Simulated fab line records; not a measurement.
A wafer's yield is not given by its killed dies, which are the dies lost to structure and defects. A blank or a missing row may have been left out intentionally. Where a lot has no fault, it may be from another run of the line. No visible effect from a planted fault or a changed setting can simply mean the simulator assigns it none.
Lot-split experiment / flow n5-finfet / 21 wafers read across 7 lots, on a route 1938 steps long

## ABOUT THE SPLIT
At N5_PMOS_HMC_CHANNEL_EPI_ETCH_32 (etches BARC in N2/H2, stops on SiO2, target depth 85.8 nm, time 50.3 s), the setting bias-w was moved away from the recipe's 150 W on 7 of the 21 wafers read, by -16.2% to +14.2%. This setting was run at the recipe's value on the other wafers.

Reading taken at the split's own step.

## THE READING
rf-vpp-V, in V, at N5_PMOS_HMC_CHANNEL_EPI_ETCH_32 (etches BARC in N2/H2, stops on SiO2, target depth 85.8 nm, time 50.3 s). A value of 524.4 V with a standard deviation of 2.5 V is what fault-free wafers of this fab line usually give.

wafer=L075.2; tool, chamber at the split=rie-diel-01, 3; bias-w as run, W=150; against the recipe=recipe; rf-vpp-V, V=523.6; against lot-mates on the recipe=-
wafer=L075.3; tool, chamber at the split=rie-diel-01, 2; bias-w as run, W=171.3; against the recipe=+14.2%; rf-vpp-V, V=571.6; against lot-mates on the recipe=+46.6
wafer=L075.6; tool, chamber at the split=rie-diel-01, 2; bias-w as run, W=150; against the recipe=recipe; rf-vpp-V, V=526.4; against lot-mates on the recipe=-
wafer=L079.3; tool, chamber at the split=rie-diel-05, 1; bias-w as run, W=167.7; against the recipe=+11.8%; rf-vpp-V, V=566.6; against lot-mates on the recipe=+41.9
wafer=L079.4; tool, chamber at the split=rie-diel-05, 2; bias-w as run, W=150; against the recipe=recipe; rf-vpp-V, V=522.2; against lot-mates on the recipe=-
wafer=L079.6; tool, chamber at the split=rie-diel-05, 0; bias-w as run, W=150; against the recipe=recipe; rf-vpp-V, V=527.2; against lot-mates on the recipe=-
wafer=L081.1; tool, chamber at the split=rie-diel-04, 3; bias-w as run, W=150; against the recipe=recipe; rf-vpp-V, V=525.5; against lot-mates on the recipe=-
wafer=L081.2; tool, chamber at the split=rie-diel-04, 0; bias-w as run, W=150; against the recipe=recipe; rf-vpp-V, V=523.1; against lot-mates on the recipe=-
wafer=L081.4; tool, chamber at the split=rie-diel-04, 2; bias-w as run, W=150; against the recipe=recipe; rf-vpp-V, V=519.2; against lot-mates on the recipe=-
wafer=L088.1; tool, chamber at the split=rie-diel-05, 0; bias-w as run, W=125.7; against the recipe=-16.2%; rf-vpp-V, V=469.3; against lot-mates on the recipe=-56.0
wafer=L088.2; tool, chamber at the split=rie-diel-05, 3; bias-w as run, W=150; against the recipe=recipe; rf-vpp-V, V=525.3; against lot-mates on the recipe=-
wafer=L088.4; tool, chamber at the split=rie-diel-05, 1; bias-w as run, W=125.7; against the recipe=-16.2%; rf-vpp-V, V=472.9; against lot-mates on the recipe=-52.4
wafer=L091.2; tool, chamber at the split=rie-diel-05, 2; bias-w as run, W=128.2; against the recipe=-14.5%; rf-vpp-V, V=472.3; against lot-mates on the recipe=-55.4
wafer=L091.4; tool, chamber at the split=rie-diel-05, 1; bias-w as run, W=150; against the recipe=recipe; rf-vpp-V, V=529.2; against lot-mates on the recipe=-
wafer=L091.6; tool, chamber at the split=rie-diel-05, 0; bias-w as run, W=150; against the recipe=recipe; rf-vpp-V, V=526.2; against lot-mates on the recipe=-
wafer=L095.1; tool, chamber at the split=rie-diel-05, 2; bias-w as run, W=150; against the recipe=recipe; rf-vpp-V, V=520.9; against lot-mates on the recipe=-
wafer=L095.3; tool, chamber at the split=rie-diel-05, 1; bias-w as run, W=162.6; against the recipe=+8.4%; rf-vpp-V, V=555.7; against lot-mates on the recipe=+31.5
wafer=L095.4; tool, chamber at the split=rie-diel-05, 0; bias-w as run, W=150; against the recipe=recipe; rf-vpp-V, V=527.6; against lot-mates on the recipe=-
wafer=L096.4; tool, chamber at the split=rie-diel-01, 2; bias-w as run, W=168.5; against the recipe=+12.3%; rf-vpp-V, V=566.0; against lot-mates on the recipe=+41.8
wafer=L096.5; tool, chamber at the split=rie-diel-01, 1; bias-w as run, W=150; against the recipe=recipe; rf-vpp-V, V=526.7; against lot-mates on the recipe=-
wafer=L096.6; tool, chamber at the split=rie-diel-01, 3; bias-w as run, W=150; against the recipe=recipe; rf-vpp-V, V=521.7; against lot-mates on the recipe=-

FIT RESULTS
A straight line over all 21 wafers: rf-vpp-V changes by +3.41 V for each +1% of bias-w; r = +1.00; the points scatter about the line by 2.7 V.
The same after taking each lot's own level away (the mean of its wafers on the recipe; 21 wafers): +3.46 V for each +1%; r = +1.00; scatter 2.6 V.
According to that fit, moving bias-w by its largest amount changes the reading by 56 V.
From 522.60 to 527.70 V: that is the span of the lots' own levels, equal to 2.0 times the standard deviation above.
So the lot-to-lot level changes the slope little: the two slopes agree.
Check: with one of the wafers moved furthest among these (-16.2%) left out of the fit, the line predicts -56.2 V for it against its lot-mates. Against them it came out at -56 V.
Tool readings at the split's step, against how far the setting was moved: rf-vpp-V r = +1.00.

## ADDITIONAL SPLITS CARRIED BY THESE WAFERS
Note: prior to the reading, these wafers also went through further splits. Each is held against what the fit with the lots' levels taken away leaves over:
other split on the same wafers=N5_WELL_APT_COAT_02 spin-rpm; wafers away from the commonest value=8; r with rf-vpp-V (lot level and that fit taken away)=+0.15

## FILE'S OWN FIT
rf-vpp-V changes by +3.49 V for each +1% of bias-w, r = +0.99.
